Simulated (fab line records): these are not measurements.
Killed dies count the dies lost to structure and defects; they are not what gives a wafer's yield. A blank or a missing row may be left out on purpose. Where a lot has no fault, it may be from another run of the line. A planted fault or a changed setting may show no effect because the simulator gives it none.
Lot-split experiment / flow n5Finfet / on a route of 1938 steps: 7 lots, 39 wafers read

== THE SPLIT ==
At N5_BEOL_M6_ILD_DEP_00 (deposits SiCOH lowk from DEMS/porogen, target thk 179.75 nm, time 33.4 s), the setting timeS was moved away from the recipe's 33.4 s on 15 of the 39 wafers read, by -56.0% to +56.0%. For the rest of the wafers, this setting stayed at what the recipe calls for.

== FROM THE SPLIT ON TO THE READING: in between, the file shows 1 step ==
- N5_BEOL_M6_CURE_74: cures SiCOH lowk, time 240 s

== THE READING ==
At N5_BEOL_M6_THK_MEAS_01: M6_ILD_THK, given in nm. A value of 155.5 nm with a standard deviation of 2.1 nm is what fault-free wafers of this fab line usually give.

wafer=L075.1; tool, chamber at the split=pecvd-02, 0; timeS as run, s=33.4; against the recipe=recipe; M6_ILD_THK, nm=153.4; against lot-mates on the recipe=-
wafer=L075.2; tool, chamber at the split=pecvd-02, 1; timeS as run, s=33.4; against the recipe=recipe; M6_ILD_THK, nm=156.2; against lot-mates on the recipe=-
wafer=L075.5; tool, chamber at the split=pecvd-02, 1; timeS as run, s=33.4; against the recipe=recipe; M6_ILD_THK, nm=158.1; against lot-mates on the recipe=-
wafer=L077.1; tool, chamber at the split=pecvd-04, 0; timeS as run, s=33.4; against the recipe=recipe; M6_ILD_THK, nm=155.1; against lot-mates on the recipe=-
wafer=L077.2; tool, chamber at the split=pecvd-04, 1; timeS as run, s=43.3; against the recipe=+29.6%; M6_ILD_THK, nm=197.4; against lot-mates on the recipe=+41.0
wafer=L077.3; tool, chamber at the split=pecvd-04, 2; timeS as run, s=43.3; against the recipe=+29.6%; M6_ILD_THK, nm=197.8; against lot-mates on the recipe=+41.4
wafer=L077.4; tool, chamber at the split=pecvd-04, 2; timeS as run, s=33.4; against the recipe=recipe; M6_ILD_THK, nm=156.4; against lot-mates on the recipe=-
wafer=L077.5; tool, chamber at the split=pecvd-04, 0; timeS as run, s=33.4; against the recipe=recipe; M6_ILD_THK, nm=157.6; against lot-mates on the recipe=-
wafer=L077.6; tool, chamber at the split=pecvd-04, 1; timeS as run, s=43.3; against the recipe=+29.6%; M6_ILD_THK, nm=201.2; against lot-mates on the recipe=+44.8
wafer=L078.1; tool, chamber at the split=pecvd-01, 0; timeS as run, s=33.4; against the recipe=recipe; M6_ILD_THK, nm=154.8; against lot-mates on the recipe=-
wafer=L078.2; tool, chamber at the split=pecvd-01, 1; timeS as run, s=33.4; against the recipe=recipe; M6_ILD_THK, nm=151.5; against lot-mates on the recipe=-
wafer=L078.3; tool, chamber at the split=pecvd-01, 1; timeS as run, s=33.4; against the recipe=recipe; M6_ILD_THK, nm=154.2; against lot-mates on the recipe=-
wafer=L078.4; tool, chamber at the split=pecvd-01, 0; timeS as run, s=33.4; against the recipe=recipe; M6_ILD_THK, nm=154.9; against lot-mates on the recipe=-
wafer=L078.5; tool, chamber at the split=pecvd-01, 1; timeS as run, s=33.4; against the recipe=recipe; M6_ILD_THK, nm=153.6; against lot-mates on the recipe=-
wafer=L078.6; tool, chamber at the split=pecvd-01, 0; timeS as run, s=33.4; against the recipe=recipe; M6_ILD_THK, nm=155.4; against lot-mates on the recipe=-
wafer=L080.1; tool, chamber at the split=pecvd-01, 1; timeS as run, s=33.4; against the recipe=recipe; M6_ILD_THK, nm=155.1; against lot-mates on the recipe=-
wafer=L080.2; tool, chamber at the split=pecvd-01, 0; timeS as run, s=33.4; against the recipe=recipe; M6_ILD_THK, nm=155.0; against lot-mates on the recipe=-
wafer=L080.3; tool, chamber at the split=pecvd-01, 0,1; timeS as run, s=47.62; against the recipe=+42.6%; M6_ILD_THK, nm=224.0; against lot-mates on the recipe=+67.7
wafer=L080.4; tool, chamber at the split=pecvd-01, 1; timeS as run, s=47.62; against the recipe=+42.6%; M6_ILD_THK, nm=222.4; against lot-mates on the recipe=+66.1
wafer=L080.5; tool, chamber at the split=pecvd-01, 0,1; timeS as run, s=47.62; against the recipe=+42.6%; M6_ILD_THK, nm=224.1; against lot-mates on the recipe=+67.8
wafer=L080.6; tool, chamber at the split=pecvd-01, 0; timeS as run, s=33.4; against the recipe=recipe; M6_ILD_THK, nm=158.7; against lot-mates on the recipe=-
wafer=L081.1; tool, chamber at the split=pecvd-01, 1; timeS as run, s=14.71; against the recipe=-56.0%; M6_ILD_THK, nm=70.2; against lot-mates on the recipe=-86.6
wafer=L081.2; tool, chamber at the split=pecvd-01, 0; timeS as run, s=33.4; against the recipe=recipe; M6_ILD_THK, nm=156.1; against lot-mates on the recipe=-
wafer=L081.3; tool, chamber at the split=pecvd-01, 1; timeS as run, s=14.71; against the recipe=-56.0%; M6_ILD_THK, nm=72.0; against lot-mates on the recipe=-84.8
wafer=L081.4; tool, chamber at the split=pecvd-01, 0; timeS as run, s=33.4; against the recipe=recipe; M6_ILD_THK, nm=157.5; against lot-mates on the recipe=-
wafer=L081.5; tool, chamber at the split=pecvd-01, 0; timeS as run, s=33.4; against the recipe=recipe; M6_ILD_THK, nm=156.8; against lot-mates on the recipe=-
wafer=L081.6; tool, chamber at the split=pecvd-01, 1; timeS as run, s=14.71; against the recipe=-56.0%; M6_ILD_THK, nm=70.2; against lot-mates on the recipe=-86.6
wafer=L082.1; tool, chamber at the split=pecvd-02, 0; timeS as run, s=33.4; against the recipe=recipe; M6_ILD_THK, nm=152.1; against lot-mates on the recipe=-
wafer=L082.2; tool, chamber at the split=pecvd-02, 1; timeS as run, s=52.09; against the recipe=+56.0%; M6_ILD_THK, nm=240.5; against lot-mates on the recipe=+86.1
wafer=L082.3; tool, chamber at the split=pecvd-02, 2; timeS as run, s=52.09; against the recipe=+56.0%; M6_ILD_THK, nm=235.9; against lot-mates on the recipe=+81.5
wafer=L082.4; tool, chamber at the split=pecvd-02, 2; timeS as run, s=33.4; against the recipe=recipe; M6_ILD_THK, nm=152.3; against lot-mates on the recipe=-
wafer=L082.5; tool, chamber at the split=pecvd-02, 1; timeS as run, s=33.4; against the recipe=recipe; M6_ILD_THK, nm=158.9; against lot-mates on the recipe=-
wafer=L082.6; tool, chamber at the split=pecvd-02, 0; timeS as run, s=52.09; against the recipe=+56.0%; M6_ILD_THK, nm=238.3; against lot-mates on the recipe=+83.9
wafer=L089.1; tool, chamber at the split=pecvd-01, 0; timeS as run, s=26.72; against the recipe=-20.0%; M6_ILD_THK, nm=124.2; against lot-mates on the recipe=-32.4
wafer=L089.2; tool, chamber at the split=pecvd-01, 2; timeS as run, s=26.72; against the recipe=-20.0%; M6_ILD_THK, nm=126.6; against lot-mates on the recipe=-30.0
wafer=L089.3; tool, chamber at the split=pecvd-01, 1; timeS as run, s=33.4; against the recipe=recipe; M6_ILD_THK, nm=153.3; against lot-mates on the recipe=-
wafer=L089.4; tool, chamber at the split=pecvd-01, 1; timeS as run, s=26.72; against the recipe=-20.0%; M6_ILD_THK, nm=125.3; against lot-mates on the recipe=-31.3
wafer=L089.5; tool, chamber at the split=pecvd-01, 2; timeS as run, s=33.4; against the recipe=recipe; M6_ILD_THK, nm=159.0; against lot-mates on the recipe=-
wafer=L089.6; tool, chamber at the split=pecvd-01, 0; timeS as run, s=33.4; against the recipe=recipe; M6_ILD_THK, nm=157.6; against lot-mates on the recipe=-
If several chambers appear in one row, that row covers several wafers at once and the file leaves open which wafer was in which chamber.

FIT RESULTS
A straight line over all 39 wafers: M6_ILD_THK changes by +1.51 nm for each +1% of timeS; r = +1.00; the points scatter about the line by 2.3 nm.
The same after taking each lot's own level away (the mean of its wafers on the recipe; 39 wafers): +1.52 nm for each +1%; r = +1.00; scatter 2 nm.
That fit puts the effect of the largest move of timeS on the reading at 85 nm.
The span of the lots' own levels, 154.07 to 156.80 nm, comes to 1.3 times the standard deviation stated above.
The two slopes agree, so the slope changes little with the lot-to-lot level.
Check: for one of the wafers moved furthest among these (+56.0%), held out of the fit, the line's prediction against its lot-mates is +84.9 nm. It came out at +86.1 nm against them.

== THE OTHER SPLITS THESE WAFERS WENT THROUGH ==
Before the reading, these wafers also passed through other splits. Each is held against what the fit with the lots' levels taken away leaves over:
other split on the same wafers=N5_FIN_SAQP_PECVD_47 timeS; wafers away from the commonest value=18; r with M6_ILD_THK (lot level and that fit taken away)=+0.30
other split on the same wafers=N5_BEOL_M0_SAQP_PECVD_00 timeS; wafers away from the commonest value=15; r with M6_ILD_THK (lot level and that fit taken away)=+0.12
other split on the same wafers=N5_BEOL_M3_TRENCH_ETCH_37 targetDepthA; wafers away from the commonest value=15; r with M6_ILD_THK (lot level and that fit taken away)=-0.03

== THE WHOLE CHAIN: every reading that the file lists as answering this split, in the file's order ==
step=N5_BEOL_M6_ILD_DEP_00; what it does=deposits SiCOH lowk from DEMS/porogen, target thk 179.75 nm, time 33.4 s; reading=SiCOH_lowk_of_BEOL_M6_ILD_DEP_00.thkNm (the simulator's own value, which no gauge read); change (the file's fit)=+1.75 nm for each +1% of the setting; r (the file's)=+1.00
step=N5_BEOL_M6_CURE_74; what it does=cures SiCOH lowk, time 240 s; reading=SiCOH_lowk_of_BEOL_M6_ILD_DEP_00.thkNm (the simulator's own value, which no gauge read); change (the file's fit)=+1.52 nm for each +1% of the setting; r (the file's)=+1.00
step=N5_BEOL_M6_THK_MEAS_01; what it does=; reading=M6_ILD_THK; change (the file's fit)=+1.52 for each +1% of the setting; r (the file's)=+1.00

== FILE'S OWN FIT ==
M6_ILD_THK changes by +1.52 nm for each +1% of timeS, r = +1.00.
